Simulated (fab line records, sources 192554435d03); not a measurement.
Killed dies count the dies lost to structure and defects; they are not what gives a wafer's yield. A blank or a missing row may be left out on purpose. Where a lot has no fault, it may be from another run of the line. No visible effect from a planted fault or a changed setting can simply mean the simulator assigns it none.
Struck lot and sound lot, side by side    flow n5 finfet    15 out of 1938 route steps
Sound: the wafers L595.2, L595.3, L595.4. Struck: wafer L585.6 (left out: L585.1, a lot-mate that was not struck); the cause follows at the end.
Each step with rows lists, per side, the tool, then ch with its chambers, then its first start. Under that, the readings that differ: sound wafers    struck wafers    difference of the means    sigmas: that difference in standard deviations of wafers without a fault.
alike: readings with means less than 2 such deviations apart, plus words and numbers identical on both sides. not compared: withheld readings, readings lacking a value on some wafer, bounds such as >300 that could conceal the same value, and numbers that have no deviation in the record and whose values overlap.
Wherever a step has rows on one side only, a row that says differs or no value, or a row with sigmas, the two part there. When numbers do not overlap yet have no deviation, they are printed without sigmas and do not part them. A reading that every wafer of one side lacks parts them only if that side has two wafers or more.

first, 8 steps without rows for these wafers: N5_BEOL_M13_COAT_58 (time 60 s, resist thk 89 nm); N5_BEOL_M13_COAT_04 (resist thk 400 nm); N5_BEOL_M13_EBR_06; N5_BEOL_M13_SOFTBAKE_05 (time 60 s); N5_BEOL_M13_EXPOSE_07 (exposes mask V12); N5_BEOL_M13_PEB_08 (peb time 90 s); N5_BEOL_M13_DEVELOP_09 (develop time 45 s); N5_BEOL_M13_HARDBAKE_14 (time 120 s).
N5_BEOL_M13_CD_MEAS_10: the cd target is 190 nm.
  sound on cd sem-03 ch 0, day 15 19:29; struck on cd sem-02 ch 0, day 13 12:02
reading     sound              struck  difference  sigmas
cd nm (nm)  188.4 187.2 187.3  190.5   +2.9        +2
N5_BEOL_M13_OVL_MEAS_11:
  sound on overlay-02 ch 0, day 15 19:31; struck on overlay-01 ch 0, day 13 12:04
reading       sound      struck  difference  sigmas
V12_OVL (nm)  -10 -5 -3  9       +15         +3
N5_BEOL_M13_INSPECT_12: inspects for defects (macro).
  struck on defect inspect-01, day 13 12:05; sound on defect inspect-01, day 15 19:32
  alike: raw defect count
N5_BEOL_M13_DESCUM_15: chemistry O2, time 7.9 s.
  sound on rie diel-02 ch 0,1,3, day 15 19:34; struck on rie diel-04 ch 1, day 13 12:08
reading              sound              struck  difference  sigmas
o2 flow sccm (sccm)  224.0 225.3 224.5  225.9   +1.3        +2
rf vpp V (V)         242.2 242.3 239.4  244.3   +3.0        +2
  alike: drypump motor current A, oes product au, showerhead plenum p Torr, temp c, throttle valve pct
  not compared: rf hours counter h
N5_BEOL_M13_ETCH_59: etches BARC in N2/H2, target depth 89 nm, overetch 26.7 nm, time 67.9 s.
  sound on rie diel-02 ch 0,1,3, day 15 19:36; struck on rie diel-04 ch 1, day 13 12:10
reading                                     sound              struck  difference  sigmas
rf vpp V (V)                                524.3 522.2 517.1  527.2   +6.0        +2
run length s (s)                            91.4 91.2 91.4     82.9    -8.4        -21
model.coat_of_BEOL_M13_COAT_04.thk nm (nm)  317.2 317.6 316.6  327.4   +10.3       
  alike: drypump motor current A, oes product au, showerhead plenum p Torr, throttle valve pct
  not compared: rf hours counter h
N5_BEOL_M13_VIA_ETCH_16: etches SiOC in C4F8/O2/Ar, target depth 921.7 nm.
  sound on rie diel-02 ch 0,1,3, day 15 19:39; struck on rie diel-04 ch 1, day 13 12:13
reading                                     sound              struck  difference  sigmas
rf vpp V (V)                                666.8 665.3 657.9  670.2   +6.9        +2
model.coat_of_BEOL_M13_COAT_04.thk nm (nm)  72.2 73.4 66.4     77      +6          
  alike: O2_flow_sccm, drypump motor current A, oes product au, showerhead plenum p Torr, throttle valve pct
N5_BEOL_M13_STRIP_63: strips in N2/H2.
  sound on plasma asher-01 ch 0,1, day 15 19:53; struck on plasma asher-02 ch 0, day 13 12:27
  alike: drypump motor current A, heater power w, oes product au, strip time to endpoint s, temp c
  not compared: rf hours counter h

== WHERE THEY PART ==
At N5_BEOL_M13_CD_MEAS_10 first; at N5_BEOL_M13_VIA_ETCH_16 last (within this record only). Later steps at which nothing parts them and some readings are alike: N5_BEOL_M13_STRIP_63.

WHY: whatever the simulator had introduced
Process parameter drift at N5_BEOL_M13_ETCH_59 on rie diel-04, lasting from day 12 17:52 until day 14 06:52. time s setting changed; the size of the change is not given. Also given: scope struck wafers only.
